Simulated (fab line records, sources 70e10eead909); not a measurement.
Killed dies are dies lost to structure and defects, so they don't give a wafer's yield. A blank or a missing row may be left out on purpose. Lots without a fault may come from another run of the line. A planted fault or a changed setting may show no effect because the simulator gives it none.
fab line records | flow nand_harc
record lots=12 wafers=36 last_day=25
route steps=1159 shown A_CHANNEL_FILL_D1@501 A_STAIRCASE@519 END@1159
lots that met no fault: from a run of the same line without faults
start_h: hours from the record's first day to the start of the lot's first wafer shown | wait_h: hours since the lot's step before | " the same as in the row above | L1.1+2: a row that stands for several wafers | - no value, or no start given | * or withheld: withheld | < > ~ a bound
route shown NAME@n: a module of which the file shows steps, and the number in the route of the first | usual: mean/standard deviation of fault-free wafers | same: alike in all rows | chamber/n: place in a boat | sites: the reading at each site | _std_site: their standard deviation | _edge_site: outer sites' mean less inner sites' | radius_mm: how far each site lies from the wafer's centre | mask NAME#n: copy n | behind: the tool/chamber that last shaped the wafer | hold: why the lot was held/for how many hours/how that ended | device: the transistor (n, p or np) that didn't switch | end of line: the same wafers' tests at the end of the route | a step without rows: its recipe alone | killed: dies lost to structure and defects at the first sort, not the wafer's yield | map: a wafer's dies, x killed, . not, _ none there
set.NAME: the setting as run; set.NAME@STEP: as run at that earlier step | model.NAME: the simulator's own value behind a step, which no gauge read
steps of the route over a sample of lots; a table a step, a row a wafer
services: from which hour (start_h, from the record's first day; less than 0 if before it) a tool's chamber was out of use, for how many hours, and why
## steps
# step NHARC_A_CHANNEL_FILL_D1_STRIP_28
# recipe time_s=20 o2_flow_sccm=500 ar_flow_sccm=0 bias_w=0 chemistry=O2
# usual chamber_pressure_mTorr=60.00/0.054 drypump_motor_current_A=5.6/0.65 o2_flow_sccm=500.1/1.4 oes_product_au=1.004/0.012 rf_vpp_V=58.1/0.84 showerhead_plenum_p_Torr=3.67/0.13 throttle_valve_pct=17.035/0.0092
# columns lot.wafer tool chamber start_h wait_h chamber_pressure_mTorr drypump_motor_current_A o2_flow_sccm oes_product_au rf_hours_counter_h rf_vpp_V showerhead_plenum_p_Torr throttle_valve_pct
L119.2 rie_diel-05 3 208.76 0.1 60.01 5.2 498.3 0.998 1 57.6 3.77 17.037
L119.3 " 0 " " 60.04 6.5 501.8 1.004 1 55.9 3.68 17.050
L119.6 " 2 " " 60.06 6.3 502.2 1.009 - 59.3 3.79 17.025
L118.3 rie_diel-03 1 208.77 0.1 60.02 4.9 500.3 1.000 6 58.4 3.65 17.025
L118.1 " 2 " " 59.95 5.1 501.0 0.991 6 57.7 3.43 17.029
L118.6 " 1 " " 59.97 4.9 500.6 0.992 - 59.3 3.65 17.023
L120.1 rie_diel-04 0 219.14 0.1 60.00 5.8 498.8 1.005 20 57.3 3.61 17.041
L120.4 " 3 " " 60.04 5.1 499.9 1.000 20 56.8 3.38 17.036
L120.5 " 1 " " 59.96 5.4 499.4 1.002 - 58.8 3.76 17.040
L124.2 rie_diel-05 3 246.21 0.1 60.04 5.2 500.3 0.991 2 58.0 3.77 17.038
L124.4 " 0 " " 59.99 6.5 499.6 1.013 2 57.7 3.68 17.043
L124.6 " 3 " " 60.02 5.3 498.7 0.991 - 58.5 3.77 17.049
L125.1 rie_diel-04 1 246.25 0.1 60.04 5.5 499.7 1.010 25 58.0 3.75 17.042
L125.3 " 2 " " 60.04 5.9 501.1 0.999 24 57.6 3.49 17.046
L125.4 " 3 " " 60.04 5.1 496.8 1.001 24 58.0 3.37 17.041
L131.2 rie_diel-05 1 280.84 0.1 59.89 4.8 502.7 1.003 3 58.4 3.78 17.030
L131.1 " 2 " " 60.05 6.3 500.7 1.018 3 58.6 3.79 17.035
L131.6 " 3 " " 60.03 5.2 503.1 0.996 - 57.2 3.77 17.055
L133.1 rie_diel-05 3 296.58 0.1 59.96 5.3 499.5 0.993 3 59.1 3.77 17.026
L133.2 " 0 " " 60.03 6.6 499.4 1.017 3 57.5 3.68 17.048
L133.5 " 2 " " 60.06 6.3 499.5 1.020 - 57.4 3.79 17.036
L136.1 rie_diel-03 0 306.76 0.1 59.94 6.6 495.3 1.005 1 58.2 3.72 17.017
L136.6 " 1 " " 60.00 4.8 499.6 0.997 - 56.9 3.65 17.018
L136.5 " 2 " " 59.98 5.1 499.1 1.001 - 57.0 3.43 17.021
L137.1 rie_diel-03 1 320.61 0.1 59.96 4.8 501.1 0.994 2 58.0 3.65 17.045
L137.3 " 2 " " 60.07 5.1 499.8 0.998 2 58.6 3.43 17.041
L137.2 " 3 " " 59.97 5.3 501.7 1.022 2 57.9 3.71 17.039
L139.1 rie_diel-03 0 326.28 0.2 60.03 6.5 499.9 0.992 2 58.0 3.71 17.029
L139.2 " 1 " " 60.05 4.8 501.6 1.002 3 57.7 3.65 17.024
L139.6 " 0 " " 60.04 6.6 498.9 1.003 - 57.4 3.72 17.035
L140.4 rie_diel-05 0 339.38 0.1 60.06 6.6 503.1 1.021 5 58.2 3.68 17.019
L140.2 " 2 " " 60.05 6.3 501.9 1.014 5 59.5 3.79 17.038
L140.5 " 3 " " 60.07 5.2 500.7 1.003 - 58.5 3.77 17.018
L141.1 rie_diel-04 2 352.35 0.1 59.85 5.8 502.5 0.987 12 57.6 3.48 17.032
L141.3 " 1 " " 60.08 5.4 500.0 1.007 11 58.1 3.74 17.019
L141.6 " 2 " " 60.02 5.8 503.0 0.985 - 57.3 3.48 17.044
# step NHARC_A_CHANNEL_FILL_D1_STRIP_29
# recipe time_s=20 o2_flow_sccm=500 ar_flow_sccm=0 bias_w=0 chemistry=O2
# usual chamber_pressure_mTorr=60.00/0.05 drypump_motor_current_A=5.6/0.66 o2_flow_sccm=500.3/1.3 oes_product_au=1.003/0.012 rf_vpp_V=58.2/0.83 showerhead_plenum_p_Torr=3.68/0.12 throttle_valve_pct=17.036/0.0088
# columns lot.wafer tool chamber start_h wait_h chamber_pressure_mTorr drypump_motor_current_A o2_flow_sccm oes_product_au rf_hours_counter_h rf_vpp_V showerhead_plenum_p_Torr throttle_valve_pct
L118.3 rie_diel-04 3 - - 60.00 5.1 498.4 0.991 21 59.0 3.38 17.042
L118.1 " 1 " " 59.99 5.5 499.8 0.999 22 58.8 3.76 17.026
L118.6 " 2 " " 60.03 5.8 499.2 0.997 - 58.0 3.49 17.026
L119.3 rie_diel-05 3 - - 60.08 5.2 503.1 0.988 1 56.5 3.77 17.036
L119.2 " 1 " " 59.96 4.8 500.8 0.999 1 58.5 3.78 17.037
L119.6 " 3 " " 59.93 5.3 501.0 0.990 - 58.2 3.77 17.037
L120.4 rie_diel-05 1 - - 60.14 4.8 499.2 1.000 2 59.4 3.78 17.036
L120.1 " 0 " " 60.00 6.5 501.3 0.999 2 57.4 3.68 17.023
L120.5 " 1 " " 59.97 4.8 499.8 0.994 - 58.0 3.78 17.033
L124.4 rie_diel-05 3 - - 59.97 5.2 500.1 0.985 3 58.4 3.77 17.028
L124.2 " 1 " " 59.96 4.8 500.9 0.994 3 58.6 3.78 17.034
L124.6 " 0 " " 60.02 6.5 499.7 1.015 - 58.4 3.68 17.036
L125.1 rie_diel-04 3 - - 60.05 5.1 498.5 0.992 27 57.2 3.37 17.019
L125.4 " 0 " " 60.11 5.9 498.4 0.992 27 56.2 3.60 17.035
L125.3 " 1 " " 60.02 5.5 499.5 1.002 26 58.4 3.75 17.038
L131.2 rie_diel-03 3 301.82 0.1 59.99 5.2 500.1 1.008 1 59.9 3.71 17.029
L131.1 " 1 " " 59.99 4.8 501.0 1.005 1 58.4 3.65 17.038
L131.6 " 1 " " 60.03 4.9 500.4 0.990 - 57.5 3.65 17.041
L133.2 rie_diel-03 2 - - 59.98 5.0 501.6 0.997 2 58.0 3.43 17.044
L133.1 " 0 " " 60.01 6.5 501.6 0.995 1 57.5 3.72 17.044
L133.5 " 2 " " 60.02 5.1 500.2 0.996 - 58.6 3.43 17.039
L136.1 rie_diel-03 3 - - 59.99 5.3 501.5 1.004 2 58.4 3.71 17.039
L136.6 " 3 " " 59.98 5.2 499.5 1.014 - 57.9 3.71 17.020
L136.5 " 0 " " 60.06 6.5 501.8 0.989 - 57.8 3.71 17.044
L137.2 rie_diel-03 3 - - 60.04 5.3 500.4 1.012 3 57.9 3.71 17.026
L137.3 " 0 " " 60.05 6.6 502.3 0.990 3 58.6 3.71 17.034
L137.1 " 1 " " 59.94 4.9 499.1 1.005 3 56.8 3.65 17.037
L139.1 rie_diel-04 2 - - 60.06 5.9 500.4 0.990 12 58.3 3.48 17.022
L139.2 " 3 " " 59.97 5.2 503.0 1.000 11 57.7 3.36 17.030
L139.6 " 0 " " 60.01 5.8 499.4 1.006 - 58.5 3.59 17.036
L140.4 rie_diel-05 3 - - 60.03 5.3 500.8 0.991 0 58.2 3.77 17.031
L140.2 " 0 " " 60.01 6.5 502.4 0.991 0 57.7 3.68 17.032
L140.5 " 2 " " 60.11 6.3 498.4 1.002 - 57.4 3.79 17.024
L141.3 rie_diel-05 0 370.02 0.2 59.92 6.6 500.5 0.994 0 56.9 3.68 17.046
L141.1 " 1 " " 60.06 4.8 502.8 0.996 1 59.2 3.78 17.025
L141.6 " 0 " " 60.02 6.5 499.7 1.001 - 57.5 3.68 17.033
# step NHARC_A_CHANNEL_FILL_D1_INSPECT_13
# usual raw_defect_count=311/120
# columns lot.wafer tool chamber start_h wait_h raw_defect_count
L118.1 defect_inspect-02 - 232.22 0.2 299
L118.3 " - " " 130
L118.6 " - " " 375
L119.2 defect_inspect-01 - 232.36 0.1 222
L119.3 " - " " 164
L119.6 " - " " 241
L120.1 defect_inspect-01 - 242.81 0.2 215
L120.4 " - " " 178
L120.5 " - " " 157
L125.1 defect_inspect-01 - 269.94 0.2 199
L125.3 " - " " 219
L125.4 " - " " 141
L124.2 defect_inspect-01 - 270.11 0.3 221
L124.4 " - " " 288
L124.6 " - " " 348
L131.1 defect_inspect-01 - 308.38 0.2 278
L131.2 " - " " 440
L131.6 " - " " 380
L133.1 defect_inspect-01 - 318.60 0.2 146
L133.2 " - " " 138
L133.5 " - " " 177
L136.1 defect_inspect-01 - 331.88 0.2 256
L136.5 " - " " 241
L136.6 " - " " 695
L137.1 defect_inspect-01 - 344.39 0.2 284
L137.2 " - " " 363
L137.3 " - " " 190
L139.1 defect_inspect-01 - 353.93 0.2 268
L139.2 " - " " 549
L139.6 " - " " 388
L140.2 defect_inspect-01 - 363.42 0.1 379
L140.4 " - " " 340
L140.5 " - " " 288
L141.1 defect_inspect-02 - 376.34 0.2 410
L141.3 " - " " 404
L141.6 " - " " 389
# step NHARC_A_STAIRCASE_DEP_156
# recipe target_thk_a=500 temp_c=400 target_thk_nm=50 flow_sccm=200 rf_w=450 material=SiNx
# usual heater_power_w=701/120 rf_fwd_power_W=448.1/1.5
# columns lot.wafer tool chamber start_h wait_h heater_power_w rf_fwd_power_W
L118.3 pecvd-01 1 232.31 0.1 596 448.4
L118.1 " 2 " " 890 447.7
L118.6 " 2 " " 909 447.7
L119.2 pecvd-02 0 232.43 0.1 724 448.0
L119.3 " 1 " " 700 449.3
L119.6 " 1 " " 716 449.3
L120.1 pecvd-02 1 242.93 0.1 735 448.1
L120.4 " 0 " " 794 446.7
L120.5 " 1 " " 756 447.5
L125.1 pecvd-02 1 270.04 0.1 716 449.4
L125.3 " 2 " " 611 451.4
L125.4 " 0 " " 801 375.4
L124.2 pecvd-01 2 270.23 0.1 825 448.8
L124.6 " 1 " " 603 447.0
L124.4 " 2 " " 828 447.4
L131.2 pecvd-01 2 308.45 0.1 896 446.4
L131.1 " 1 " " 596 449.7
L131.6 " 2 " " 887 447.2
L133.2 pecvd-01 1 319.08 0.5 601 449.2
L133.1 " 0 " " 749 449.2
L133.5 " 1 " " 591 449.7
L136.1 pecvd-04 2 332.01 0.1 624 450.4
L136.5 " 0 " " 567 449.6
L136.6 " 2 " " 626 449.1
L137.3 pecvd-01 0 344.71 0.3 702 447.6
L137.2 " 1 " " 570 447.3
L137.1 " 2 " " 771 447.3
L139.2 pecvd-01 0 354.01 0.1 691 448.6
L139.1 " 1 " " 589 450.1
L139.6 " 2 " " 835 447.6
L140.2 pecvd-01 2 363.54 0.1 859 448.0
L140.5 " 0 " " 752 450.0
L140.4 " 2 " " 872 448.1
L141.1 pecvd-01 2 376.44 0.1 812 444.4
L141.3 " 0 " " 757 448.6
L141.6 " 2 " " 813 445.2
# step NHARC_END_SORT_01
# recipe temp_c=25
# usual killed_at_array=26/11 killed_at_other=0.4/0.78 killed_at_periphery=3.4/2.4 killed_dies=29/11 killed_open=3.1/1.9 killed_short=1.9/1.4
# same gross_dies=677
# columns lot.wafer tool chamber start_h wait_h killed_at_array killed_at_other killed_at_periphery killed_dies killed_open killed_short
L141.1 prober-01 0 606.87 2.5 15 0 3 18 4 0
L141.3 prober-01 0 608.47 3.1 15 1 8 24 3 3
L141.6 prober-01 0 610.86 4.0 20 0 13 33 3 7
# killed by level:class
L141.1 A_CHANNEL_HOLE_D1:chamber_film_flake=5 P_STI:chamber_film_flake=2 A_CONTACT:chamber_film_flake=2 A_M0:chamber_film_flake=2 A_SOURCE_PLATE:geometric_particle:open=1 A_CHANNEL_HOLE_D1:geometric_particle:open=1 A_WL_FILL:geometric_particle:open=1 A_CONTACT:geometric_particle:open=1
L141.3 P_STI:chamber_film_flake=6 A_CHANNEL_FILL_D1:geometric_particle:short=2 A_CHANNEL_HOLE_D1:chamber_film_flake=2 A_M0:chamber_film_flake=2 A_STAIRCASE:chamber_film_flake=2 A_CONTACT:chamber_film_flake=2 P_M0:geometric_particle:open=1 A_WL_FILL:geometric_particle:short=1
L141.6 P_STI:chamber_film_flake=7 A_CHANNEL_HOLE_D1:chamber_film_flake=6 A_CONTACT:chamber_film_flake=6 P_GATE:geometric_particle:short=2 A_WL_FILL:geometric_particle:short=2 P_M2:geometric_particle:open=1 P_M2:geometric_particle:short=1 A_CHANNEL_HOLE_D1:geometric_particle:short=1
## services
# columns tool chamber start_h hours kind
pecvd-04 - 195.00 13.0 pm
rie_diel-05 0 197.10 - clean
rie_diel-05 1 197.10 - clean
rie_diel-05 2 197.10 - clean
rie_diel-05 3 197.10 - clean
rie_diel-04 - 212.19 0.4 repair
rie_diel-03 - 215.30 9.0 pm
rie_diel-05 0 221.60 - clean
pecvd-01 2 226.68 5.0 repair
pecvd-01 - 237.35 13.0 pm
rie_diel-03 - 245.91 50.1 repair
rie_diel-04 1 251.13 11.7 repair
pecvd-02 - 266.83 0.2 repair
rie_diel-04 3 267.47 9.2 repair
rie_diel-04 0 271.12 15.1 repair
rie_diel-04 - 289.04 9.0 pm
rie_diel-05 1 293.21 6.2 repair
rie_diel-03 - 296.92 2.4 repair
pecvd-02 - 303.58 1.6 repair
pecvd-01 0 311.79 5.6 repair
pecvd-02 - 334.28 13.0 pm
rie_diel-05 - 340.60 9.0 pm
rie_diel-05 2 365.61 39.4 repair
pecvd-04 - 376.00 13.0 pm
## key
first_sign step=NHARC_A_STAIRCASE_DEP_156 reading=rf_fwd_power_W direction=down sigmas=48 usual=* struck=*
effect none on later readings
met_at NHARC_A_STAIRCASE_DEP_156
struck_lots L125
struck_wafers L125.4
tester_left_out L125
not_acting_at NHARC_A_CHANNEL_FILL_D1_STRIP_28,NHARC_A_CHANNEL_FILL_D1_STRIP_29,NHARC_A_CHANNEL_FILL_D1_INSPECT_13
onset_between 242.93 270.04
fault kind=process_parameter_drift tool=pecvd-02 chamber=0 onset_h=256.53 steps=NHARC_A_STAIRCASE_DEP_156 channel=rf_w offset=* shape=step end_h=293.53 acts_in=* stated=*
# tester_left_out: of these lots the tester's yield and bins aren't shown, on N5 and GAA mostly nor the transistor test; their killed dies are dies lost to structure and defects alone, not to doping, threshold or leakage, so they don't give the yield
